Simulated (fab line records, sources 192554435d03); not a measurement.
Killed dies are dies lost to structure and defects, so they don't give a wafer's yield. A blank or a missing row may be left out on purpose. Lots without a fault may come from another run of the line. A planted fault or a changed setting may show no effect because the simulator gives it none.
A struck lot beside a sound one | flow n5_finfet | 14 steps out of a route of 1938
Sound: wafers L558.1, L558.3, L558.5. Struck: wafers L566.3, L566.5, L566.6. The cause comes at the end.
At each step with rows: each side's tool, then ch and its chambers, then its first start. Under that, the readings that differ: sound wafers | struck wafers | difference of the means | sigmas: that difference in standard deviations of wafers without a fault.
alike: readings whose means differ by less than 2 such deviations, and words and numbers that are the same on both sides. not compared: withheld readings, readings that some wafer has no value for, bounds like >300 that may hide the same value, and numbers for which the record gives no deviation and whose values overlap.
The two part at a step that has a row with sigmas, a row that says differs or no value, or rows on one side only. Numbers that don't overlap but have no deviation are shown without sigmas and don't part them. A reading that every wafer of one side lacks parts them only if that side has two wafers or more.

N5_BEOL_M9_RS_MEAS_57: measures by four-point-probe.
  sound on film_metro-02, day 11 06:50; struck on film_metro-02, day 12 19:58
  alike: M9_RS
N5_BEOL_M9_INSPECT_58: inspects for defects (darkfield).
  sound on defect_inspect-01, day 11 06:52; struck on defect_inspect-02, day 12 19:59
  alike: raw_defect_count
N5_BEOL_M10_ILD_DEP_00: deposits SiCOH lowk from DEMS/porogen, target thk 308.51 nm, time 58 s.
  sound on pecvd-03 ch 0,1,2, day 11 06:54; struck on pecvd-03 ch 0,1, day 12 20:01
  alike: heater_power_w, showerhead_plenum_p_Torr, throttle_valve_pct
N5_BEOL_M10_CURE_71: cures SiCOH lowk, time 240 s.
  sound on uv_cure-03 ch 2, day 11 06:59; struck on uv_cure-02 ch 2, day 12 20:16
  alike: lamp_power_pct, wafer_temp_C_max
N5_BEOL_M10_THK_MEAS_01:
  sound on film_metro-02, day 11 07:29; struck on film_metro-02, day 12 20:37
  alike: M10_ILD_THK
N5_BEOL_M10_PECVD_70: deposits SiO2 from TEOS/O2, target thk 20 nm, time 22.7 s.
  sound on pecvd-01 ch 0,1,2, day 11 07:32; struck on pecvd-01 ch 0,1, day 12 20:39
  alike: heater_power_w, showerhead_plenum_p_Torr, throttle_valve_pct
N5_BEOL_M10_HM_DEP_02: deposits TiN, target thk 20 nm.
  sound on pvd_sputter-02, day 11 11:33; struck on pvd_sputter-03, day 12 21:33
  alike: substrate_temp_c, throttle_valve_pct
then, 5 steps without rows for these wafers: N5_BEOL_M10_COAT_59 (time 60 s, resist thk 100 nm); N5_BEOL_M10_COAT_60 (time 60 s, resist thk 30 nm); N5_BEOL_M10_COAT_05 (resist thk 90 nm); N5_BEOL_M10_EBR_07; N5_BEOL_M10_SOFTBAKE_06 (time 60 s).
N5_BEOL_M10_EXPOSE_08: exposes mask M10.
  sound on arfi_scanner-03 ch 0, day 11 11:47; struck on arfi_scanner-03, day 12 21:56
  no value came back on the struck wafers for dipole_opening_deg (degrees), exposure_dose_mJ_cm2, reticle_temp_C (C), stage_vel_mm_s (mm/s); on the sound wafers dipole_opening_deg (degrees) reads 40 40 40
  alike: mask
then, 1 step without rows for these wafers: N5_BEOL_M10_PEB_09 (peb time 60 s).

WHERE THEY PART
Only at N5_BEOL_M10_EXPOSE_08, within this record.

WHY: what the simulator had put in
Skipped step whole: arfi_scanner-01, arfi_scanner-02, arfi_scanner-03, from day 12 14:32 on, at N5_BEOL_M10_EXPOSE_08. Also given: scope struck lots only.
